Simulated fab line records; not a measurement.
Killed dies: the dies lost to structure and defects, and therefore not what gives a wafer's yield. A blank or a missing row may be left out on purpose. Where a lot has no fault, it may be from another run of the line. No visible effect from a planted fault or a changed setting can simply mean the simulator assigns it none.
Which tool is to blame? -- flow n5_finfet -- 20 lots, 60 wafers sampled, at 5 steps of a route of 1938

== WHAT THE GAUGES SHOWED, per wafer ==
N5_BEOL_M8_CD_MEAS_28: the cd target is 40 nm.
lot,measured,on,cd_nm (nm)
L074,day 11 03:28,cd_sem-02,39.98 40.58 40.10
L076,day 11 19:03,cd_sem-03,40.21 40.00 40.24
L077,day 12 07:08,cd_sem-02,40.18 40.41 40.39
L075,day 12 11:40,cd_sem-03,39.56 40.26 40.03
L079,day 12 21:58,cd_sem-03,39.56 40.36 40.50
L080,day 13 10:39,cd_sem-01,40.14 40.26 39.87
L082,day 13 22:44,cd_sem-01,40.46 40.24 40.38
L084,day 13 22:34,cd_sem-03,39.81 39.69 40.13
L083,day 14 02:47,cd_sem-01,40.20 40.02 40.51
L085,day 14 09:01,cd_sem-01,40.18 40.31 39.92
L087,day 14 09:11,cd_sem-03,39.58 39.67 40.29
L086,day 15 04:06,cd_sem-01,40.22 40.03 40.10
L090,day 15 12:26,cd_sem-01,40.26 39.66 39.94
L092,day 16 08:48,cd_sem-02,40.07 40.17 40.05
L091,day 16 10:12,cd_sem-03,40.23 40.00 39.77
L093,day 16 17:46,cd_sem-02,39.83 40.28 40.43
L095,day 16 22:16,cd_sem-01,39.95 40.14 40.02
L094,day 16 22:13,cd_sem-02,40.23 40.27 39.94
L096,day 16 22:25,cd_sem-03,40.19 39.60 39.93
L097,day 17 10:04,cd_sem-01,40.16 39.83 40.04

== WHAT TOOL EACH LOT RAN ON (gives the tool, then ch and the chambers of the sampled wafers, and finally the start) ==
lot,N5_BEOL_M7_DESCUM_16,N5_BEOL_M7_ETCH_66,N5_BEOL_M7_TRENCH_ETCH_37,N5_BEOL_M8_STRIP_19
L074,"rie_diel-05 ch 0,1,3, day 10 17:59","rie_diel-06 ch 1,2,3, day 10 19:04","rie_diel-06 ch 1,2,3, day 11 02:38 or earlier","rie_diel-01 ch 0,3, day 11 02:38"
L076,"rie_diel-02 ch 2,3, day 11 08:36","rie_diel-05 ch 2,3, day 11 09:50","rie_diel-05 ch 2,3, day 11 17:17 or earlier","rie_diel-04 ch 1,2, day 11 17:17"
L077,"rie_diel-02 ch 0,2, day 11 22:06","rie_diel-06 ch 0,2,3, day 11 23:35","rie_diel-06 ch 0,2,3, day 12 05:47 or earlier","rie_diel-04 ch 0,1,3, day 12 05:47"
L075,"rie_diel-05 ch 2,3, day 12 01:31","rie_diel-05 ch 0,2, day 12 03:58","rie_diel-05 ch 0,2, day 12 09:08 or earlier","rie_diel-03 ch 0,1,2, day 12 09:08"
L079,"rie_diel-06 ch 0,1,2, day 12 08:41","rie_diel-06 ch 0,1,2, day 12 11:46","rie_diel-06 ch 0,1,2, day 12 18:28 or earlier","rie_diel-03 ch 0,2, day 12 18:28"
L080,"rie_diel-05 ch 0,1,2, day 12 23:44","rie_diel-02 ch 0,1,2, day 13 02:18","rie_diel-02 ch 0,1,2, day 13 08:19 or earlier","rie_diel-04 ch 0,3, day 13 08:19"
L082,"rie_diel-02 ch 0,1,2, day 13 12:50","rie_diel-02 ch 0,1,3, day 13 15:05","rie_diel-02 ch 0,1,3, day 13 20:46 or earlier","rie_diel-04 ch 2,3, day 13 20:46"
L084,"rie_diel-02 ch 2,3, day 13 13:12","rie_diel-06 ch 0,2, day 13 15:07","rie_diel-06 ch 0,2, day 13 20:54 or earlier","rie_diel-04 ch 0,2, day 13 20:54"
L083,"rie_diel-05 ch 0,1,3, day 13 16:10","rie_diel-02 ch 0,1,2, day 13 18:58","rie_diel-02 ch 0,1,2, day 14 01:02 or earlier","rie_diel-04 ch 0,3, day 14 01:02"
L085,"rie_diel-05 ch 0,1, day 14 00:47","rie_diel-06 ch 1,2,3, day 14 02:50","rie_diel-06 ch 1,2,3, day 14 07:28 or earlier","rie_diel-03 ch 0,2, day 14 07:28"
L087,"rie_diel-06 ch 0,1,2, day 14 01:01","rie_diel-05 ch 0,1, day 14 03:08","rie_diel-05 ch 0,1, day 14 08:15 or earlier","rie_diel-01 ch 0,1,3, day 14 08:15"
L086,"rie_diel-06 ch 0,1,3, day 14 19:26","rie_diel-05 ch 0,2, day 14 22:13","rie_diel-05 ch 0,2, day 15 03:37 or earlier","rie_diel-01 ch 1,3, day 15 03:37"
L090,"rie_diel-05 ch 1,2, day 14 23:34","rie_diel-02 ch 0,1,3, day 15 01:11","rie_diel-02 ch 0,1,3, day 15 08:02 or earlier","rie_diel-01 ch 1,2,3, day 15 08:02"
L092,"rie_diel-02 ch 0,3, day 15 20:49","rie_diel-02 ch 0,1,2, day 16 01:03","rie_diel-02 ch 0,1,2, day 16 06:29 or earlier","rie_diel-04 ch 0,1,3, day 16 06:29"
L091,"rie_diel-06 ch 0,2, day 15 21:18","rie_diel-02 ch 0,3, day 16 01:32","rie_diel-02 ch 0,3, day 16 09:46 or earlier","rie_diel-01 ch 1,2, day 16 09:46"
L093,"rie_diel-05 ch 0,2,3, day 16 06:08","rie_diel-02 ch 0,2, day 16 08:52","rie_diel-02 ch 0,2, day 16 15:46 or earlier","rie_diel-03 ch 0,1,2, day 16 15:46"
L095,"rie_diel-06 ch 1,2,3, day 16 09:43","rie_diel-05 ch 1,2, day 16 11:17","rie_diel-05 ch 1,2, day 16 19:45 or earlier","rie_diel-03 ch 0,2,3, day 16 19:45"
L094,"rie_diel-02 ch 0,2,3, day 16 09:47","rie_diel-06 ch 0,1,3, day 16 11:00","rie_diel-06 ch 0,1,3, day 16 19:24 or earlier","rie_diel-04 ch 1,2,3, day 16 19:24"
L096,"rie_diel-05 ch 0,2, day 16 10:12","rie_diel-02 ch 0,3, day 16 14:20","rie_diel-02 ch 0,3, day 16 19:53 or earlier","rie_diel-04 ch 0,1,3, day 16 19:53"
L097,"rie_diel-05 ch 0,2,3, day 16 19:10","rie_diel-06 ch 0,3, day 16 22:45","rie_diel-06 ch 0,3, day 17 07:32 or earlier","rie_diel-03 ch 1,2, day 17 07:32"
- N5_BEOL_M7_DESCUM_16: chemistry O2, time 7.9 s.
- N5_BEOL_M7_ETCH_66: etches SOC in N2/H2, target depth 80 nm, overetch 16 nm, time 120 s.
- N5_BEOL_M7_TRENCH_ETCH_37: etches SiCOH lowk in C4F6/O2, target depth 93.478 nm, time 31.2 s.
- N5_BEOL_M8_STRIP_19: strips in O2.

== WHAT THE TOOLS THEMSELVES READ (means of the sampled wafers that have a number; where no wafer has one, the mark that the record gives instead) ==
N5_BEOL_M7_DESCUM_16.
lot,tool,drypump_motor_current_A (A),oes_product_au (a.u.),rf_vpp_V (V),showerhead_plenum_p_Torr (Torr),throttle_valve_pct (%)
L074,rie_diel-05,5.5,0.78,243.6,2.09,20.4
L076,rie_diel-02,5.2,0.84,243.8,2.08,20.6
L077,rie_diel-02,5.8,0.87,242.9,2.09,20.0
L075,rie_diel-05,5.7,0.72,243.6,2.14,20.6
L079,rie_diel-06,5.9,0.78,242.5,2.04,20.7
L080,rie_diel-05,5.8,0.88,244.0,2.12,20.4
L082,rie_diel-02,6.0,0.83,243.4,2.12,20.2
L084,rie_diel-02,5.3,0.79,242.7,2.04,20.6
L083,rie_diel-05,5.5,0.84,243.4,2.08,20.3
L085,rie_diel-05,5.7,0.94,243.5,2.11,20.2
L087,rie_diel-06,6.0,0.76,243.0,2.03,20.7
L086,rie_diel-06,5.9,0.70,241.3,1.98,20.8
L090,rie_diel-05,5.9,0.80,244.7,2.15,20.7
L092,rie_diel-02,5.5,0.84,242.8,2.11,20.4
L091,rie_diel-06,5.8,0.80,242.8,2.05,20.7
L093,rie_diel-05,5.7,0.84,243.2,2.09,20.4
L095,rie_diel-06,6.2,0.84,244.9,2.14,20.6
L094,rie_diel-02,5.5,0.81,244.0,2.07,20.3
L096,rie_diel-05,5.9,0.81,244.2,2.07,20.6
L097,rie_diel-05,5.6,0.84,243.2,2.08,20.4

N5_BEOL_M7_ETCH_66.
lot,tool,drypump_motor_current_A (A),oes_product_au (a.u.),rf_vpp_V (V),showerhead_plenum_p_Torr (Torr),throttle_valve_pct (%)
L074,rie_diel-06,6.2,0.60,522.8,2.50,18.03
L076,rie_diel-05,5.7,0.55,525.1,2.61,18.12
L077,rie_diel-06,5.8,0.59,520.4,2.44,18.01
L075,rie_diel-05,5.9,0.61,525.1,2.59,18.15
L079,rie_diel-06,6.0,0.60,523.7,2.48,18.05
L080,rie_diel-02,6.0,0.64,524.9,2.58,17.66
L082,rie_diel-02,6.0,0.65,526.9,2.62,17.78
L084,rie_diel-06,5.8,0.63,522.9,2.50,17.99
L083,rie_diel-02,6.0,0.64,525.1,2.58,17.66
L085,rie_diel-06,6.2,0.57,522.6,2.49,18.04
L087,rie_diel-05,5.7,0.69,523.6,2.52,17.73
L086,rie_diel-05,5.9,0.59,524.9,2.58,18.17
L090,rie_diel-02,6.0,0.64,526.0,2.62,17.80
L092,rie_diel-02,6.0,0.62,524.3,2.57,17.71
L091,rie_diel-02,5.5,0.64,524.5,2.57,17.94
L093,rie_diel-02,5.6,0.60,522.9,2.48,17.72
L095,rie_diel-05,5.9,0.60,525.1,2.63,18.17
L094,rie_diel-06,5.9,0.62,523.4,2.51,18.03
L096,rie_diel-02,5.9,0.65,524.6,2.59,17.66
L097,rie_diel-06,5.8,0.68,524.7,2.57,17.88

N5_BEOL_M7_TRENCH_ETCH_37.
lot,tool,drypump_motor_current_A (A),mfc_ar_sccm (sccm),oes_f_703_au (a.u.),oes_product_au (a.u.),rf_vpp_V (V),showerhead_plenum_p_Torr (Torr),throttle_valve_pct (%)
L074,rie_diel-06,6.2,300.5,0.78,0.78,674,2.81,21.2
L076,rie_diel-05,5.7,299.8,0.74,0.73,662,2.91,21.2
L077,rie_diel-06,5.8,299.6,0.77,0.77,674,2.74,21.2
L075,rie_diel-05,5.9,300.2,0.80,0.80,661,2.91,21.2
L079,rie_diel-06,6.0,300.2,0.79,0.78,666,2.77,21.2
L080,rie_diel-02,6.0,300.7,0.84,0.83,680,2.88,20.7
L082,rie_diel-02,6.0,300.6,0.86,0.86,674,2.93,20.8
L084,rie_diel-06,5.8,300.9,0.81,0.81,671,2.78,21.1
L083,rie_diel-02,6.0,299.8,0.84,0.83,679,2.88,20.7
L085,rie_diel-06,6.2,300.6,0.76,0.75,675,2.80,21.2
L087,rie_diel-05,5.8,301.1,0.89,0.91,667,2.84,20.9
L086,rie_diel-05,5.9,299.3,0.78,0.78,660,2.90,21.3
L090,rie_diel-02,6.0,300.9,0.85,0.84,673,2.92,20.8
L092,rie_diel-02,6.0,300.2,0.82,0.82,679,2.87,20.8
L091,rie_diel-02,5.6,300.3,0.84,0.84,667,2.88,21.0
L093,rie_diel-02,5.6,300.8,0.79,0.79,677,2.79,20.9
L095,rie_diel-05,5.9,299.8,0.78,0.77,661,2.93,21.2
L094,rie_diel-06,5.9,299.4,0.81,0.81,673,2.82,21.2
L096,rie_diel-02,5.8,300.4,0.86,0.85,665,2.90,20.7
L097,rie_diel-06,5.8,299.7,0.87,0.89,686,2.90,21.1

N5_BEOL_M8_STRIP_19.
lot,tool,drypump_motor_current_A (A),oes_product_au (a.u.),rf_vpp_V (V),showerhead_plenum_p_Torr (Torr),throttle_valve_pct (%)
L074,rie_diel-01,6.2,0.77,3.9,2.12,16.7
L076,rie_diel-04,5.9,0.75,3.6,2.05,16.8
L077,rie_diel-04,5.9,0.83,4.1,2.16,16.6
L075,rie_diel-03,5.4,0.86,4.0,2.13,16.4
L079,rie_diel-03,5.6,0.87,3.0,2.17,16.4
L080,rie_diel-04,5.7,0.78,4.1,2.15,16.9
L082,rie_diel-04,5.3,0.82,4.6,2.15,16.5
L084,rie_diel-04,5.7,0.69,3.6,2.03,17.1
L083,rie_diel-04,5.7,0.76,3.8,2.14,16.9
L085,rie_diel-03,5.4,0.80,3.4,2.09,16.5
L087,rie_diel-01,6.1,0.79,3.7,2.07,16.7
L086,rie_diel-01,5.9,0.83,4.8,2.03,16.6
L090,rie_diel-01,6.1,0.79,4.0,2.03,16.8
L092,rie_diel-04,5.9,0.78,3.7,2.15,16.6
L091,rie_diel-01,6.1,0.78,3.4,2.01,17.0
L093,rie_diel-03,5.4,0.81,4.5,2.12,16.4
L095,rie_diel-03,5.8,0.83,3.7,2.13,16.4
L094,rie_diel-04,5.7,0.87,3.8,2.20,16.5
L096,rie_diel-04,5.9,0.77,3.7,2.14,16.7
L097,rie_diel-03,5.3,0.74,3.1,2.04,16.5

== THE ANSWER, worked out from the rows above alone ==
Rule: usual is defined by the lots themselves. Put in order of their means at a reading, lots are off if they are a third of the lots or fewer, leave a main group of 4 or more, and stand apart from it by a gap of 3 or more times the standard deviation of the main group's means; of several such gaps the widest counts. A main group is skipped when, at the precision printed for the reading in the tables above, its means are all equal. Also off: a lot with no number at a reading for which 4 or more lots have one. Any other lot the step has rows for is counted as sound. After the gauges, taken in route order, come the tools' own readings; for these a lot's mean is taken, as printed above. At the first step where some lot is off, the reading lying furthest off is the one used; lots without a number count as furthest.
Nothing can be told from this: no lot is off at any reading shown.

== WHAT THE SIMULATOR HAD INSERTED ==
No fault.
